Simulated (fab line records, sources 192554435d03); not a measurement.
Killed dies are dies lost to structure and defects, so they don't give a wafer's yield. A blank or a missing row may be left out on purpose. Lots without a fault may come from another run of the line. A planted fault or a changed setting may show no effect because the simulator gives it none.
fab line records | flow n5_finfet
record lots=7 wafers=39
route steps=1938 shown BEOL_M12@1639 BEOL_M14@1770 PASSIVATION@1916
start_h: hours from the record's first day to the start of the lot's first wafer shown | wait_h: hours since the lot's step before | " the same as in the row above | L1.1+2: a row that stands for several wafers | - no value, or no start given | * or withheld: withheld | < > ~ a bound
route shown NAME@n: a module of which the file shows steps, and the number in the route of the first | usual: mean/standard deviation of fault-free wafers | same: alike in all rows | chamber/n: place in a boat | sites: the reading at each site | _std_site: their standard deviation | _edge_site: outer sites' mean less inner sites' | radius_mm: how far each site lies from the wafer's centre | mask NAME#n: copy n | behind: the tool/chamber that last shaped the wafer | hold: why the lot was held/for how many hours/how that ended | device: the transistor (n, p or np) that didn't switch | end of line: the same wafers' tests at the end of the route | a step without rows: its recipe alone | killed: dies lost to structure and defects at the first sort, not the wafer's yield | map: a wafer's dies, x killed, . not, _ none there
set.NAME: the setting as run; set.NAME@STEP: as run at that earlier step | model.NAME: the simulator's own value behind a step, which no gauge read
lots whose settings were changed on purpose; a table a step, a row a wafer
## steps
# step N5_BEOL_M12_TRENCH_ETCH_34
# recipe chemistry=C4F8/O2/Ar target=SiOC target_depth_a=3189.5 mask_material=SOC pressure_mtorr=30 source_w=3000 bias_w=700 Ar_flow_sccm=400 C4F8_flow_sccm=15 O2_flow_sccm=8 he_inner_torr=15 he_outer_torr=30 time_s=125.5 ion_energy_ev=250
# columns lot.wafer tool chamber start_h wait_h set.target_depth_a model.etch.depth_nm
L075.1 rie_diel-05 0 269.09 0.0 3189.5 318.2
L075.2 " 1 " " 3189.5 319.8
L075.3 " 2 " " 3189.5 318.7
L075.4 " 3 " " 3189.5 326.1
L075.5 " 1 " " 3189.5 319.4
L075.6 " 0 " " 3189.5 318
L076.1 rie_diel-05 2 270.08 0.0 3189.5 317.7
L076.2 " 1 " " 4739 471.5
L076.3 " 0 " " 4739 471
L076.4 " 3 " " 3189.5 325.3
L076.5 " 0 " " 4739 471.8
L076.6 " 1 " " 3189.5 319.6
L077.1 rie_diel-05 3 274.87 0.0 3189.5 324.1
L077.2 " 1 " " 3784 377
L077.3 " 2 " " 3784 376.4
L077.4 " 0 " " 3784 373.8
L077.5 " 2 " " 3189.5 314.9
L077.6 " 3 " " 3189.5 319
L083.1 rie_diel-02 3 307.44 0.0 3189.5 320
L083.2 " 0 " " 3189.5 318.2
L083.3 " 1 " " 3189.5 318.8
L083.4 " 2 " " 3189.5 316.1
L083.5 " 3 " " 3189.5 323.8
L083.6 " 2 " " 3189.5 315.2
L082.1 rie_diel-06 3 310.66 0.0 1469 147.6
L082.2 " 0 " " 3189.5 316
L082.3 " 2 " " 1469 150.9
L082.4 " 1 " " 3189.5 323.7
L082.5 " 2 " " 3189.5 327.1
L082.6 " 3 " " 1469 147.5
L088.2 rie_diel-05 2 339.25 0.0 3189.5 317.1
L088.5 " 0 " " 3189.5 318.4
L088.6 " 2 " " 3189.5 313.1
L089.1 rie_diel-06 3 364.94 0.0 3189.5 318.8
L089.2 " 0 " " 2515 249.2
L089.3 " 2 " " 2515 255.8
L089.4 " 1 " " 3189.5 324.6
L089.5 " 1 " " 3189.5 321.1
L089.6 " 2 " " 2515 256.2
# step N5_BEOL_M12_STRIP_70
# recipe chemistry=C4F8/O2/Ar resist=SiARC rf_frequency_hz=6e+07
# step N5_BEOL_M12_OCD_MEAS_35
# usual trench_depth_nm=319/4.2
# columns lot.wafer tool chamber start_h wait_h set.target_depth_a@BEOL_M12_TRENCH_ETCH_34 trench_depth_nm
L075.1 ocd-02 - 269.24 0.0 3189.5 318
L075.2 " - " " 3189.5 320
L075.3 " - " " 3189.5 319
L075.4 " - " " 3189.5 326
L075.5 " - " " 3189.5 319
L075.6 " - " " 3189.5 318
L076.1 ocd-02 - 270.24 0.0 3189.5 318
L076.2 " - " " 4739 471
L076.3 " - " " 4739 472
L076.4 " - " " 3189.5 326
L076.5 " - " " 4739 472
L076.6 " - " " 3189.5 319
L077.1 ocd-02 - 275.02 0.0 3189.5 -
L077.2 " - " " 3784 -
L077.3 " - " " 3784 377
L077.4 " - " " 3784 374
L077.5 " - " " 3189.5 315
L077.6 " - " " 3189.5 -
L083.1 ocd-02 - 307.60 0.0 3189.5 320
L083.2 " - " " 3189.5 318
L083.3 " - " " 3189.5 318
L083.4 " - " " 3189.5 316
L083.5 " - " " 3189.5 324
L083.6 " - " " 3189.5 315
L082.1 ocd-02 - 310.82 0.0 1469 148
L082.2 " - " " 3189.5 -
L082.3 " - " " 1469 -
L082.4 " - " " 3189.5 324
L082.5 " - " " 3189.5 -
L082.6 " - " " 1469 147
L088.2 ocd-01 - 339.40 0.0 3189.5 317
L088.5 " - " " 3189.5 319
L088.6 " - " " 3189.5 313
L089.1 ocd-02 - 365.10 0.0 3189.5 318
L089.2 " - " " 2515 249
L089.3 " - " " 2515 256
L089.4 " - " " 3189.5 325
L089.5 " - " " 3189.5 321
L089.6 " - " " 2515 256
# step N5_BEOL_M12_STRIP_37
# recipe chemistry=N2/H2 power_w=1000 temp_c=250 h2_frac=0.65 overash_fraction=0.3 pressure_mtorr=withheld n2_flow_sccm=1750 h2_flow_sccm=3250
# step N5_BEOL_M12_ETCH_38
# recipe chemistry=CF4/N2 target=SiCN target_depth_a=687 taper_deg=2 time_s=73.4 ion_energy_ev=150 mask_material=SiO2 pressure_mtorr=40 source_w=430 bias_w=70 Ar_flow_sccm=100 cf4_flow_sccm=60 n2_flow_sccm=60
# step N5_BEOL_M12_ECD_47
# recipe material=Cu target_thk_a=7200
# step N5_BEOL_M12_ANNEAL_48
# recipe temp_c=225 time_s=90 ambient=N2
# step N5_BEOL_M12_CMP_49
# recipe stop_on=SiOC t_overpolish_s=20.6 down_force_psi=1 platen_rpm=50 clearing_platen_down_force_psi=1.5 clearing_platen_rpm=50 post_cmp_clean=cu_alkaline target_thk_nm=320 clearing_platen_pad_velocity_m_s=0.99484 pad_velocity_m_s=0.99484
# columns lot.wafer tool chamber start_h wait_h set.target_depth_a@BEOL_M12_TRENCH_ETCH_34 model.Cu_of_BEOL_M12_ECD_47.thk_nm
L075.3 cmp-04 2 271.52 0.2 3189.5 320.2
L075.2 " 3 " " 3189.5 318.4
L075.4 " 0 " " 3189.5 326.8
L075.1 " 1 " " 3189.5 320.4
L075.5 " 2 " " 3189.5 320.6
L075.6 " 3 " " 3189.5 317
L076.4 cmp-04 2 272.06 0.1 3189.5 326.4
L076.1 " 3 " " 3189.5 315.8
L076.2 " 0 " " 4739 471.8
L076.3 " 1 " " 4739 472.8
L076.5 " 2 " " 4739 470.8
L076.6 " 3 " " 3189.5 317.4
L077.4 cmp-03 1 277.32 0.1 3784 375.2
L077.2 " 2 " " 3784 377.6
L077.3 " 3 " " 3784 377.8
L077.1 " 0 " " 3189.5 322.8
L077.6 " 1 " " 3189.5 320
L077.5 " 2 " " 3189.5 315.6
L083.1 cmp-03 0 311.50 0.3 3189.5 318.8
L083.4 " 1 " " 3189.5 316.6
L083.2 " 2 " " 3189.5 317.8
L083.3 " 3 " " 3189.5 321.4
L083.5 " 0 " " 3189.5 322.6
L083.6 " 1 " " 3189.5 316.2
L082.1 cmp-03 0 312.10 0.3 1469 147.2
L082.2 " 1 " " 3189.5 318
L082.4 " 2 " " 3189.5 325.4
L082.3 " 3 " " 1469 153.8
L082.6 " 0 " " 1469 147.4
L082.5 " 1 " " 3189.5 328.8
L088.2 cmp-02 1 341.67 0.3 3189.5 316.4
L088.5 " 3 " " 3189.5 318.6
L088.6 " 0 " " 3189.5 314
L089.2 cmp-04 2 371.26 0.2 2515 250.6
L089.1 " 3 " " 3189.5 318.4
L089.4 " 0 " " 3189.5 325.8
L089.3 " 1 " " 2515 258.6
L089.6 " 2 " " 2515 257
L089.5 " 3 " " 3189.5 320.2
# step N5_BEOL_M12_THK_MEAS_50
# recipe thk_meas_gauge=xrf reads=Cu_of_BEOL_M12_ECD_47
# usual M12_THK=322/4.7
# columns lot.wafer tool chamber start_h wait_h set.target_depth_a@BEOL_M12_TRENCH_ETCH_34 M12_THK[nm]
L075.1 film_metro-02 - 271.81 - 3189.5 323
L075.2 " - " " 3189.5 320
L075.3 " - " " 3189.5 322
L075.4 " - " " 3189.5 330
L075.5 " - " " 3189.5 324
L075.6 " - " " 3189.5 320
L076.1 film_metro-01 - 272.35 - 3189.5 321
L076.2 " - " " 4739 480
L076.3 " - " " 4739 480
L076.4 " - " " 3189.5 331
L076.5 " - " " 4739 479
L076.6 " - " " 3189.5 321
L077.1 film_metro-01 - 277.61 - 3189.5 -
L077.2 " - " " 3784 -
L077.3 " - " " 3784 385
L077.4 " - " " 3784 383
L077.5 " - " " 3189.5 321
L077.6 " - " " 3189.5 -
L083.1 film_metro-01 - 311.79 - 3189.5 325
L083.2 " - " " 3189.5 323
L083.3 " - " " 3189.5 328
L083.4 " - " " 3189.5 323
L083.5 " - " " 3189.5 329
L083.6 " - " " 3189.5 323
L082.1 film_metro-01 - 312.39 - 1469 148
L082.2 " - " " 3189.5 -
L082.3 " - " " 1469 -
L082.4 " - " " 3189.5 330
L082.5 " - " " 3189.5 -
L082.6 " - " " 1469 149
L088.2 film_metro-02 - 341.89 - 3189.5 320
L088.5 " - " " 3189.5 320
L088.6 " - " " 3189.5 317
L089.1 film_metro-01 - 371.55 - 3189.5 321
L089.2 " - " " 2515 252
L089.3 " - " " 2515 260
L089.4 " - " " 3189.5 328
L089.5 " - " " 3189.5 322
L089.6 " - " " 2515 259
# step N5_BEOL_M12_PRE_CLEAN_52
# recipe gas=NH3 time_s=15 temp_c=withheld rf_power_w=300
# step N5_BEOL_M12_DEP_53
# recipe material=SiCN target_thk_a=300 temp_c=withheld precursor=3MS/NH3 pressure_torr=3 rf_w=675 time_s=10.5
# step N5_BEOL_M12_RS_MEAS_54
# recipe thk_meas_gauge=four-point-probe reads=Cu_of_BEOL_M12_ECD_47+Ta_of_BEOL_M12_SPUTTER_44+TaN_of_BEOL_M12_SPUTTER_43
# usual M12_RS=0.0601/0.00091
# columns lot.wafer tool chamber start_h wait_h set.target_depth_a@BEOL_M12_TRENCH_ETCH_34 M12_RS[ohm/sq]
L075.1 film_metro-01 - 271.96 0.1 3189.5 0.0598
L075.2 " - " " 3189.5 0.0604
L075.3 " - " " 3189.5 0.0598
L075.4 " - " " 3189.5 0.0585
L075.5 " - " " 3189.5 0.0597
L075.6 " - " " 3189.5 0.0605
L076.1 film_metro-01 - 272.50 0.1 3189.5 0.0608
L076.2 " - " " 4739 0.0401
L076.3 " - " " 4739 0.0400
L076.4 " - " " 3189.5 0.0586
L076.5 " - " " 4739 0.0402
L076.6 " - " " 3189.5 0.0603
L077.1 film_metro-01 - 277.74 0.0 3189.5 -
L077.2 " - " " 3784 -
L077.3 " - " " 3784 0.0504
L077.4 " - " " 3784 0.0507
L077.5 " - " " 3189.5 0.0609
L077.6 " - " " 3189.5 -
L083.1 film_metro-02 - 311.92 0.0 3189.5 0.0602
L083.2 " - " " 3189.5 0.0602
L083.3 " - " " 3189.5 0.0596
L083.4 " - " " 3189.5 0.0606
L083.5 " - " " 3189.5 0.0593
L083.6 " - " " 3189.5 0.0606
L082.1 film_metro-01 - 312.52 0.0 1469 0.1374
L082.2 " - " " 3189.5 -
L082.3 " - " " 1469 -
L082.4 " - " " 3189.5 0.0588
L082.5 " - " " 3189.5 -
L082.6 " - " " 1469 0.1373
L088.2 film_metro-02 - 342.01 0.0 3189.5 0.0606
L088.5 " - " " 3189.5 0.0602
L088.6 " - " " 3189.5 0.0614
L089.1 film_metro-01 - 371.67 0.0 3189.5 0.0603
L089.2 " - " " 2515 0.0776
L089.3 " - " " 2515 0.0750
L089.4 " - " " 3189.5 0.0588
L089.5 " - " " 3189.5 0.0598
L089.6 " - " " 2515 0.0753
# step N5_BEOL_M14_DEP_53
# recipe material=SiCN target_thk_a=500 temp_c=withheld precursor=3MS/NH3 pressure_torr=3 rf_w=675 time_s=17.8
# columns lot.wafer tool chamber start_h wait_h set.target_thk_a model.SiCN_of_BEOL_M14_DEP_53.thk_nm
L075.1+3 pecvd-01 2,1 284.40 0.0 500 49.2
L075.2+4 " 0,1 " " 796.4 80.2
L075.5 " 2 " " 500 50
L075.6 " 0 " " 796.4 82
L076.1 pecvd-04 1 285.44 0.0 500 49.8
L076.2 " 0 " " 500 48.6
L076.3 " 2 " " 500 49.4
L076.4 " 1 " " 723.9 73
L076.5 " 2 " " 723.9 72.6
L076.6 " 0 " " 723.9 71.8
L077.1 pecvd-01 0 291.58 0.0 500 50.8
L077.2 " 2 " " 767.9 75.4
L077.3 " 1 " " 767.9 76.2
L077.4 " 0 " " 500 52
L077.5 " 1 " " 767.9 77.6
L077.6 " 2 " " 500 50
L083.1 pecvd-04 1 320.86 0.0 760.6 75.2
L083.2+4 " 2,0 " " 760.6 75.4
L083.3 " 0 " " 500 49
L083.5 " 1 " " 500 50.2
L083.6 " 2 " " 500 50
L082.1+2 pecvd-04 2,1 326.74 0.0 618.9 60.8
L082.3 " 0 " " 500 48.4
L082.4 " 1 " " 618.9 61.6
L082.5+6 " 0,2 " " 500 49.4
L088.2 pecvd-03 0 354.01 0.0 500 48.8
L088.5 " 1 " " 500 49.8
L088.6 " 0 " " 500 49.2
L089.1 pecvd-01 0 385.82 0.0 365.5 37.2
L089.2 " 1 " " 500 49.6
L089.3 " 2 " " 365.5 35.6
L089.4 " 0 " " 365.5 37
L089.5 " 1 " " 500 50.2
L089.6 " 2 " " 500 49.8
# step N5_PASSIVATION_PECVD_35
# recipe material=SiNx target_thk_a=7000 temp_c=400 precursor=SiH4/NH3/N2 pressure_torr=4.9 rf_w=1406 time_s=151.3
# columns lot.wafer tool chamber start_h wait_h set.time_s model.SiNx_of_PASSIVATION_PECVD_35.thk_nm
L076.1 pecvd-02 0 303.62 0.1 205.5 941
L076.2 " 2 " " 151.3 712
L076.3 " 1 " " 205.5 944.4
L076.4 " 1 " " 205.5 964.6
L076.5 " 0 " " 151.3 700.4
L076.6 " 2 " " 151.3 722.6
L075.1 pecvd-01 1 303.87 0.1 209.5 951.4
L075.2 " 2 " " 209.5 972
L075.3+5 " 0,2 " " 151.3 705.2
L075.4 " 0 " " 151.3 707.8
L075.6 " 1 " " 209.5 963.8
L077.1 pecvd-02 1 320.98 0.1 151.3 692.8
L077.2 " 2 " " 151.3 702.4
L077.3 " 0 " " 122.4 558.2
L077.4 " 1 " " 122.4 564.6
L077.5 " 0 " " 122.4 557
L077.6 " 2 " " 151.3 715.6
L083.1 pecvd-04 2 341.82 0.1 201.6 927.8
L083.2 " 1 " " 151.3 700.6
L083.3 " 0 " " 151.3 693.2
L083.4 " 0 " " 201.6 949
L083.5 " 2 " " 201.6 948
L083.6 " 1 " " 151.3 714.6
L082.1 pecvd-04 2 345.03 0.1 151.3 692.2
L082.2 " 1 " " 182.2 834.8
L082.3 " 0 " " 151.3 688
L082.4 " 0 " " 182.2 845.6
L082.5 " 1 " " 151.3 712
L082.6 " 2 " " 182.2 840
L088.2 pecvd-04 2 371.26 0.1 151.3 683
L088.5 " 0 " " 151.3 703.4
L088.6 " 2 " " 151.3 690.2
L089.1 pecvd-01 2 407.98 0.1 151.3 690.4
L089.2 " 0 " " 151.3 696.8
L089.3 " 1 " " 110.4 491.8
L089.4 " 2 " " 110.4 505.8
L089.5 " 1 " " 151.3 693
L089.6 " 0 " " 110.4 518
## key
split step=N5_BEOL_M12_TRENCH_ETCH_34 setting=target_depth_a stated=3189.5 by=wafer
response step=N5_BEOL_M12_TRENCH_ETCH_34 reading=model.etch.depth_nm change=+3.16 per=1% r=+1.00
response step=N5_BEOL_M12_OCD_MEAS_35 reading=trench_depth_nm change=+3.17 per=1% r=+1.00
response step=N5_BEOL_M12_CMP_49 reading=model.Cu_of_BEOL_M12_ECD_47.thk_nm change=+3.18 per=1% r=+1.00
response step=N5_BEOL_M12_THK_MEAS_50 reading=M12_THK change=+3.25 per=1% r=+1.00
response step=N5_BEOL_M12_RS_MEAS_54 reading=M12_RS change=-0.00077 per=1% r=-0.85
split step=N5_BEOL_M14_DEP_53 setting=target_thk_a stated=500 by=wafer
response step=N5_BEOL_M14_DEP_53 reading=model.SiCN_of_BEOL_M14_DEP_53.thk_nm change=+0.503 per=1% r=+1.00
split step=N5_PASSIVATION_PECVD_35 setting=time_s stated=151.3 by=wafer
response step=N5_PASSIVATION_PECVD_35 reading=model.SiNx_of_PASSIVATION_PECVD_35.thk_nm change=+6.89 per=1% r=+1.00
